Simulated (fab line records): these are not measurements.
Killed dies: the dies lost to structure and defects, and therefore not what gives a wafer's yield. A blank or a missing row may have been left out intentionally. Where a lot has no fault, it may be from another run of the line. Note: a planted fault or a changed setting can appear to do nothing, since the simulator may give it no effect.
fab line records ; flow n5Finfet
[record] lots = 11; wafers = 29; lastDay = 17
route steps=1938 shown ILD0@345 SDB@373 BEOL_M4@1111
lots untouched by any fault: they come from a run of this same line in which no faults occurred
startH: the number of hours between the record's first day and the start of the first shown wafer of the lot ; waitH: hours elapsed since this lot's preceding step ; " same as the row above ; L1.1+2: one row covering several wafers at once ; - no value, or no start given ; * or withheld: withheld ; < > ~ a bound
route shown NAME@n: a module of which the file shows steps, and the number in the route of the first ; usual: mean/standard deviation of fault-free wafers ; same: alike in all rows ; chamber/n: place in a boat ; sites: per-site readings ; _std_site: the values' standard deviation ; _edge_site: mean of outer sites minus mean of inner sites ; radiusMm: for every site, how far away it sits from the centre of the wafer ; mask NAME#n: copy n ; behind: the most recent tool/chamber to have shaped the wafer ; hold: cause of the lot's hold/its duration in hours/its outcome ; device: transistor that didn't switch, given as n, p or np ; end of line: at the end of the route, the tests of the same wafers ; where a step has no rows: the recipe by itself ; killed: dies lost to structure and defects at the first sort, not the wafer's yield ; map: a wafer's dies, marking killed ones x, the rest . and places with no die _
set.NAME: the setting the step ran with; set.NAME@STEP: the setting that earlier step ran with ; model.NAME: the simulator's own value behind a step, which no gauge read
the route's steps for a sample of lots (tables are steps, rows are wafers)
services: the hour from which a tool's chamber was out of use, counted from the record's first day as startH (under 0 if before that day), plus the number of hours and why
[[steps]]
[step N5_ILD0_THK_MEAS_13]
[usual] thkNm = 17.9/1.1
lot.wafer;tool;chamber;startH;waitH;thkNm
L452.4;filmMetro-02;-;71.10;-;18.7
L452.5;filmMetro-02;-;71.10;-;19.1
L452.6;filmMetro-02;-;71.10;-;17.9
L453.2;filmMetro-02;-;75.34;-;19.2
L453.3;filmMetro-02;-;75.34;-;17.4
L453.4;filmMetro-02;-;75.34;-;16.1
L455.2;filmMetro-02;-;84.98;-;19.2
L455.4;filmMetro-02;-;84.98;-;16.1
L455.5;filmMetro-02;-;84.98;-;18.9
L456.1;filmMetro-02;-;94.03;-;17.5
L456.2;filmMetro-02;-;94.03;-;18.3
L456.4;filmMetro-02;-;94.03;-;17.7
L465.5;filmMetro-02;-;145.79;-;16.2
L465.6;filmMetro-02;-;145.79;-;17.0
L466.5;filmMetro-02;-;152.93;-;18.5
L466.6;filmMetro-02;-;152.93;-;18.8
L467.5;filmMetro-01;-;160.22;0.1;18.6
L467.6;filmMetro-01;-;160.22;0.1;16.3
L469.1;filmMetro-02;-;171.79;-;19.1
L469.4;filmMetro-02;-;171.79;-;17.9
L469.5;filmMetro-02;-;171.79;-;17.3
L471.2;filmMetro-02;-;184.50;-;15.9
L471.4;filmMetro-02;-;184.50;-;18.5
L471.6;filmMetro-02;-;184.50;-;18.0
L473.1;filmMetro-02;-;192.37;-;16.4
L473.5;filmMetro-02;-;192.37;-;18.0
L475.1;filmMetro-01;-;204.00;-;17.6
L475.3;filmMetro-01;-;204.00;-;18.3
L475.5;filmMetro-01;-;204.00;-;16.6
[step N5_SDB_ALD_29]
[recipe] material = SiNx; targetThkA = 300; tempC = 400; aldPrecursorFamily = SiH2I2; aldCoReactant = N2/H2-plasma; pulseTimeS = 1; aldCycles = 600; purgeTimeS = 2; coReactantPurgeTimeS = 2; pressureTorr = 2
[usual] aldCycles = 600/0; heaterPowerW = 830/66; precursorPulseHeightRel = 1.001/0.021
lot.wafer;tool;chamber;startH;waitH;aldCycles;heaterPowerW;precursorPulseHeightRel
L452.4;aldSin-02;3;73.03;0.0;600;744;1.008
L452.5;aldSin-02;1;74.38;1.4;600;867;0.976
L452.6;aldSin-02;2;74.38;1.4;600;840;0.996
L453.2;aldSin-02;0;76.74;0.0;600;789;1.014
L453.3;aldSin-02;2;76.74;0.0;600;831;0.980
L453.4;aldSin-02;3;76.74;0.0;600;714;0.981
L455.2;aldSin-02;2;86.76;0.4;600;860;0.977
L455.4;aldSin-02;3;86.76;0.4;600;725;1.027
L455.5;aldSin-02;0;88.11;1.7;600;790;0.995
L456.1;aldSin-02;1;95.67;0.0;600;863;0.997
L456.2;aldSin-02;3;95.67;0.0;600;751;1.004
L456.4;aldSin-02;2;95.67;0.0;600;842;0.998
L465.5;aldSin-02;0;148.56;1.4;600;802;1.038
L465.6;aldSin-02;1;148.56;1.4;493;891;0.998
L466.5;aldSin-02;1;155.60;1.4;600;860;1.005
L466.6;aldSin-02;3;155.60;1.4;493;738;1.006
L467.5;aldSin-02;2;163.16;1.7;600;875;1.011
L467.6;aldSin-02;1;163.16;1.7;493;882;1.030
L469.1;aldSin-04;1;173.19;0.0;600;905;1.028
L469.4;aldSin-04;0;173.19;0.0;600;932;0.983
L469.5;aldSin-04;0;174.54;1.4;600;987;1.010
L471.2;aldSin-01;1;185.92;0.0;600;839;0.985
L471.4;aldSin-01;3;185.92;0.0;600;932;1.000
L471.6;aldSin-01;3;187.28;1.4;600;968;0.985
L473.1;aldSin-04;0;194.10;0.0;600;952;1.004
L473.5;aldSin-04;0;195.45;1.4;600;951;0.995
L475.1;aldSin-04;2;205.40;0.0;600;805;1.022
L475.3;aldSin-04;1;205.40;0.0;600;874;1.019
L475.5;aldSin-04;1;206.75;1.4;600;854;0.977
[step N5_SDB_THK_MEAS_31]
[recipe] reads = a-Si_of_DUMMY_GATE_CVD_03
[usual] SDB_THK = 64.2/1.3
lot.wafer;tool;chamber;startH;waitH;SDB_THK[nm]
L452.4;filmMetro-01;-;76.06;-;63.9
L452.5;filmMetro-01;-;76.06;-;63.0
L452.6;filmMetro-01;-;76.06;-;64.8
L453.2;filmMetro-02;-;79.77;-;65.6
L453.3;filmMetro-02;-;79.77;-;66.7
L453.4;filmMetro-02;-;79.77;-;64.4
L455.2;filmMetro-01;-;89.79;-;64.9
L455.4;filmMetro-01;-;89.79;-;62.7
L455.5;filmMetro-01;-;89.79;-;65.2
L456.1;filmMetro-01;-;98.70;-;65.1
L456.2;filmMetro-01;-;98.70;-;64.8
L456.4;filmMetro-01;-;98.70;-;65.6
L465.5;filmMetro-02;-;150.24;-;63.6
L465.6;filmMetro-02;-;150.24;-;61.8
L466.5;filmMetro-02;-;157.28;-;64.2
L466.6;filmMetro-02;-;157.28;-;64.0
L467.5;filmMetro-01;-;164.84;-;62.8
L467.6;filmMetro-01;-;164.84;-;65.4
L469.1;filmMetro-01;-;176.22;-;62.8
L469.4;filmMetro-01;-;176.22;-;63.5
L469.5;filmMetro-01;-;176.22;-;63.4
L471.2;filmMetro-01;-;188.95;-;65.6
L471.4;filmMetro-01;-;188.95;-;67.0
L471.6;filmMetro-01;-;188.95;-;64.3
L473.1;filmMetro-01;-;197.13;-;62.8
L473.5;filmMetro-01;-;197.13;-;65.0
L475.1;filmMetro-01;-;208.43;-;61.4
L475.3;filmMetro-01;-;208.43;-;62.2
L475.5;filmMetro-01;-;208.43;-;61.8
[step N5_SDB_INSPECT_36]
[recipe] inspectInstrument = darkfield; mode = postCmp
[usual] rawDefectCount = 39/17
lot.wafer;tool;chamber;startH;waitH;rawDefectCount
L452.4;defectInspect-01;-;76.08;0.0;41
L452.5;defectInspect-01;-;76.08;0.0;37
L452.6;defectInspect-01;-;76.08;0.0;27
L453.2;defectInspect-02;-;79.79;0.0;34
L453.3;defectInspect-02;-;79.79;0.0;61
L453.4;defectInspect-02;-;79.79;0.0;28
L455.2;defectInspect-01;-;89.81;0.0;37
L455.4;defectInspect-01;-;89.81;0.0;26
L455.5;defectInspect-01;-;89.81;0.0;33
L456.1;defectInspect-02;-;98.72;0.0;17
L456.2;defectInspect-02;-;98.72;0.0;28
L456.4;defectInspect-02;-;98.72;0.0;30
L465.5;defectInspect-02;-;150.27;0.0;48
L465.6;defectInspect-02;-;150.27;0.0;24
L466.5;defectInspect-02;-;157.31;0.0;27
L466.6;defectInspect-02;-;157.31;0.0;20
L467.5;defectInspect-02;-;164.87;0.0;20
L467.6;defectInspect-02;-;164.87;0.0;16
L469.1;defectInspect-02;-;176.24;0.0;44
L469.4;defectInspect-02;-;176.24;0.0;28
L469.5;defectInspect-02;-;176.24;0.0;67
L471.2;defectInspect-02;-;188.98;0.0;28
L471.4;defectInspect-02;-;188.98;0.0;48
L471.6;defectInspect-02;-;188.98;0.0;23
L473.1;defectInspect-02;-;197.15;0.0;28
L473.5;defectInspect-02;-;197.15;0.0;39
L475.1;defectInspect-01;-;208.45;0.0;60
L475.3;defectInspect-01;-;208.45;0.0;47
L475.5;defectInspect-01;-;208.45;0.0;15
[step N5_BEOL_M4_RC_MEAS_101]
[usual] DIBL_N = 36.1/1.5; DIBL_P = 36.1/1.9; IOFF_N = 0.159/0.029; IOFF_P = 0.21/0.038; ION_N = 675/11; ION_P = 464/8.1; SS_N = 71.5/0.57; SS_P = 73.3/0.64; VT_N = 249/3.1; VT_P = -250/3.8
lot.wafer;tool;chamber;startH;waitH;DIBL_N[mV/V];DIBL_P[mV/V];IOFF_N[nA/um];IOFF_P[nA/um];ION_N[uA/um];ION_P[uA/um];SS_N[mV/dec];SS_P[mV/dec];VT_N[mV];VT_P[mV]
L452.4;prober-01;0;158.90;0.5;37.0;37.6;0.149;0.21;664;462;71.6;73.3;249;-251
L452.5;prober-01;0;158.90;0.5;35.4;34.6;0.118;0.17;654;457;71.8;72.9;255;-254
L452.6;prober-01;0;158.90;0.5;37.2;38.3;0.144;0.22;664;461;71.6;73.2;252;-251
L453.2;prober-01;0;174.34;0.2;36.9;35.9;0.156;0.20;667;456;71.5;72.8;250;-250
L453.3;prober-01;0;174.34;0.2;36.2;35.2;0.148;0.19;675;457;71.4;73.0;251;-252
L453.4;prober-01;0;174.34;0.2;36.3;34.8;0.152;0.18;658;453;71.5;72.6;253;-252
L455.2;prober-01;0;177.54;0.2;37.8;37.3;0.161;0.24;666;464;71.8;73.8;249;-246
L455.4;prober-01;0;177.54;0.2;35.9;34.2;0.137;0.19;672;462;72.3;72.5;250;-249
L455.5;prober-01;0;177.54;0.2;36.7;36.4;0.148;0.22;654;454;71.5;73.3;253;-247
L456.1;prober-02;0;192.89;0.1;34.6;34.7;0.141;0.19;683;467;70.9;72.6;250;-252
L456.2;prober-02;0;192.89;0.1;36.3;36.2;0.157;0.21;676;466;72.1;73.3;249;-250
L456.4;prober-02;0;192.89;0.1;35.7;35.8;0.162;0.21;677;469;71.3;72.5;249;-249
L465.5;prober-01;0;248.97;0.6;34.4;34.9;0.118;0.18;662;458;71.3;73.1;254;-251
L465.6;prober-01;0;248.97;0.6;36.9;37.7;0.155;0.22;670;470;71.5;74.0;250;-250
L466.5;prober-02;0;249.73;0.9;36.2;35.5;0.175;0.20;692;470;70.5;73.2;247;-252
L466.6;prober-02;0;249.73;0.9;37.0;36.4;0.184;0.19;686;452;71.6;74.3;245;-254
L467.5;prober-01;0;255.63;0.6;34.1;32.4;0.122;0.16;666;459;71.0;72.4;252;-255
L467.6;prober-01;0;255.63;0.6;37.3;36.1;0.177;0.21;684;467;71.5;74.1;248;-251
L469.1;prober-01;0;269.52;0.0;35.6;37.1;0.150;0.19;663;457;71.3;73.5;253;-254
L469.4;prober-01;0;269.52;0.0;36.9;37.5;0.166;0.19;676;460;72.4;73.6;248;-254
L469.5;prober-01;0;269.52;0.0;36.6;37.7;0.169;0.20;675;457;72.3;73.7;251;-254
L471.2;prober-01;0;276.85;0.2;36.9;39.4;0.195;0.25;675;465;71.8;74.3;247;-247
L471.4;prober-01;0;276.85;0.2;36.9;39.2;0.187;0.23;673;463;72.0;74.5;249;-252
L471.6;prober-01;0;276.85;0.2;36.4;38.2;0.174;0.22;671;462;72.4;74.7;250;-248
L473.1;prober-02;0;300.63;0.0;35.6;36.6;0.159;0.20;674;456;71.3;72.6;247;-252
L473.5;prober-02;0;300.63;0.0;34.5;34.6;0.131;0.17;664;456;71.1;73.1;252;-255
L475.1;prober-01;0;321.45;0.0;36.2;36.8;0.181;0.23;684;469;71.1;73.3;247;-247
L475.3;prober-01;0;321.45;0.0;36.6;36.4;0.180;0.23;680;468;70.9;72.5;246;-248
L475.5;prober-01;0;321.45;0.0;34.8;36.0;0.168;0.23;686;473;71.5;73.6;244;-247
[[services]]
tool;chamber;startH;hours;kind
aldSin-04;3;63.88;7.2;repair
aldSin-01;-;85.40;14.0;pm
aldSin-01;0;85.40;14.0;ventCycle
aldSin-01;1;85.40;14.0;ventCycle
aldSin-01;2;85.40;14.0;ventCycle
aldSin-01;3;85.40;14.0;ventCycle
aldSin-01;0;99.40;-;clean
aldSin-01;1;99.40;-;clean
aldSin-01;2;99.40;-;clean
aldSin-01;3;99.40;-;clean
aldSin-01;-;122.19;14.6;pm
aldSin-04;1;140.15;3.4;repair
aldSin-02;2;142.13;17.0;repair
aldSin-04;-;176.75;14.0;pm
aldSin-04;0;176.75;14.0;ventCycle
aldSin-04;1;176.75;14.0;ventCycle
aldSin-04;2;176.75;14.0;ventCycle
aldSin-04;3;176.75;14.0;ventCycle
aldSin-04;0;190.75;-;clean
aldSin-04;1;190.75;-;clean
aldSin-04;2;190.75;-;clean
aldSin-04;3;190.75;-;clean
aldSin-02;3;197.40;3.8;repair
aldSin-04;3;203.34;4.1;repair
[[key]]
[firstSign] step = N5_SDB_ALD_29; reading = aldCycles; direction = down; sigmas = 99+; usual = *; struck = *
effect none on later readings
metAt N5_SDB_ALD_29
struckLots L465,L466,L467
struckWafers L465.6,L466.6,L467.6
notActingAt N5_ILD0_THK_MEAS_13,N5_SDB_THK_MEAS_31,N5_SDB_INSPECT_36
onsetBetween 95.67 148.56
[fault] kind = processParameterDrift; tool = aldSin-02; chamber = -; onsetH = 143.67; steps = N5_SDB_ALD_29; channel = aldCycles; offset = *; shape = step; endH = 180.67; scope = struckWafersOnly; actsIn = *; stated = *
